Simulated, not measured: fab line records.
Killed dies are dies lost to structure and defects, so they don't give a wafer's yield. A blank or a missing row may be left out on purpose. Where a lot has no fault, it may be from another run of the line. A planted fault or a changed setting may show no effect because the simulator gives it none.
Tool commonality check	flow nand_harc	33 wafers sampled across 11 lots

## REASON FOR OPENING
At NHARC_P_STI_CD_MEAS_09 the reading cd_nm is flagged on 1 of 11 lots. No-fault wafers: 201.5 nm, standard deviation 1.9.
Rule: a lot gets a flag if all its wafers with a number sit over 4 standard deviations from that mean, or if no wafer of it has a number. The other lots count as sound.

lot	measured	on	cd_nm (nm), wafer by wafer	flag
L548	day 3 04:48	cd_sem-03	201.2 202.4 199.0	
L549	day 3 14:56	cd_sem-03	201.7 201.9 197.9	
L550	day 4 03:07	cd_sem-03	200.1 201.5 203.5	
L551	day 4 11:31	cd_sem-01	199.5 204.7 201.1	
L554	day 5 16:42	cd_sem-03	202.1 203.3 200.8	
L556	day 6 13:22	cd_sem-03	201.5 200.1 203.6	
L557	day 7 00:00	cd_sem-03	223.3 224.0 223.3	FLAGGED
L558	day 7 11:50	cd_sem-03	203.7 203.5 202.8	
L568	day 11 12:40	cd_sem-03	204.8 199.0 201.9	
L569	day 11 22:07	cd_sem-02	201.9 200.8 198.5	
L570	day 12 09:25	cd_sem-03	199.6 197.7 201.7	
Average over the flagged lots: 223.5 nm; offset from the usual +22.0 nm, equal to +12 standard deviations.

## TOOL THAT RAN EACH LOT
2 process steps preceding the reading are held in the record, out of 1302 steps in the route. Each cell gives the tool, then ch followed by the chambers the sampled wafers passed through, then the start.
lot	flag	NHARC_P_ZERO_WELL_ETCH_65	NHARC_P_STI_EXPOSE_06
L548		rie_diel-12 ch 0,3, day 2 07:29	krf_scanner-04 ch 0, day 3 04:40
L549		rie_diel-12 ch 0,1, day 2 17:25	krf_scanner-01 ch 0, day 3 14:47
L550		rie_diel-13 ch 1,2,3, day 3 03:29	krf_scanner-01 ch 0, day 4 02:58
L551		rie_diel-03 ch 1,2, day 3 13:23	krf_scanner-02 ch 0, day 4 11:22
L554		rie_diel-13 ch 0,1,3, day 4 19:22	krf_scanner-01 ch 0, day 5 16:34
L556		rie_diel-12 ch 0,1,2, day 5 15:32	krf_scanner-04 ch 0, day 6 13:13
L557	FLAGGED	rie_diel-03 ch 2,3, day 6 01:22	krf_scanner-04 ch 0, day 6 23:51
L558		rie_diel-12 ch 1,3, day 6 12:27	krf_scanner-02 ch 0, day 7 11:41
L568		rie_diel-03 ch 1,2, day 10 15:25	krf_scanner-04 ch 0, day 11 12:32
L569		rie_diel-12 ch 0,1, day 11 01:31	krf_scanner-04 ch 0, day 11 21:58
L570		rie_diel-13 ch 0,1,2, day 11 11:29	krf_scanner-01 ch 0, day 12 09:17
What these steps do:
- NHARC_P_ZERO_WELL_ETCH_65: etches the open film in N2/H2, target depth 80 nm, overetch 24 nm, time 87.88 s.
- NHARC_P_STI_EXPOSE_06: exposes mask P STI, target cd 200 nm.
- NHARC_P_STI_CD_MEAS_09: target cd 200 nm.

## FLAGGED AGAINST TOTAL, ONE TOOL AT A TIME (gauges that did the reading follow at the end)
step	tool	lots run	flagged	share of the flagged lots	sound lots run after its first flagged lot
NHARC_P_ZERO_WELL_ETCH_65	rie_diel-03	3	1	all	1 (L568)
NHARC_P_ZERO_WELL_ETCH_65	rie_diel-12	5	0	none	-
NHARC_P_ZERO_WELL_ETCH_65	rie_diel-13	3	0	none	-
NHARC_P_STI_EXPOSE_06	krf_scanner-01	4	0	none	-
NHARC_P_STI_EXPOSE_06	krf_scanner-02	2	0	none	-
NHARC_P_STI_EXPOSE_06	krf_scanner-04	5	1	all	2 (L568,L569)
NHARC_P_STI_CD_MEAS_09	cd_sem-01	1	0	none	-
NHARC_P_STI_CD_MEAS_09	cd_sem-02	1	0	none	-
NHARC_P_STI_CD_MEAS_09	cd_sem-03	9	1	all	3 (L558,L568,L570)

## THE TABLE: WHAT IT ALLOWS
rie_diel-03 at NHARC_P_ZERO_WELL_ETCH_65, krf_scanner-04 at NHARC_P_STI_EXPOSE_06 and cd_sem-03 at NHARC_P_STI_CD_MEAS_09: these 3 rows of the table ran every flagged lot.
- rie_diel-03 at NHARC_P_ZERO_WELL_ETCH_65 ran 3 lots, 1 of them flagged. After the first flagged lot (L568), sound lots still ran on it; a lasting fault on the whole tool would not permit that.
- krf_scanner-04 at NHARC_P_STI_EXPOSE_06 ran 5 lots, 1 of them flagged. After the first flagged lot (L568, L569), sound lots still ran on it; a lasting fault on the whole tool would not permit that.
- cd_sem-03 at NHARC_P_STI_CD_MEAS_09 ran 9 lots, 1 of them flagged. After the first flagged lot (L558, L568, L570), sound lots still ran on it; a lasting fault on the whole tool would not permit that.
None of the table's rows ran every flagged lot and, after the first, no sound lot.

## WHAT THE SIMULATOR PUT IN
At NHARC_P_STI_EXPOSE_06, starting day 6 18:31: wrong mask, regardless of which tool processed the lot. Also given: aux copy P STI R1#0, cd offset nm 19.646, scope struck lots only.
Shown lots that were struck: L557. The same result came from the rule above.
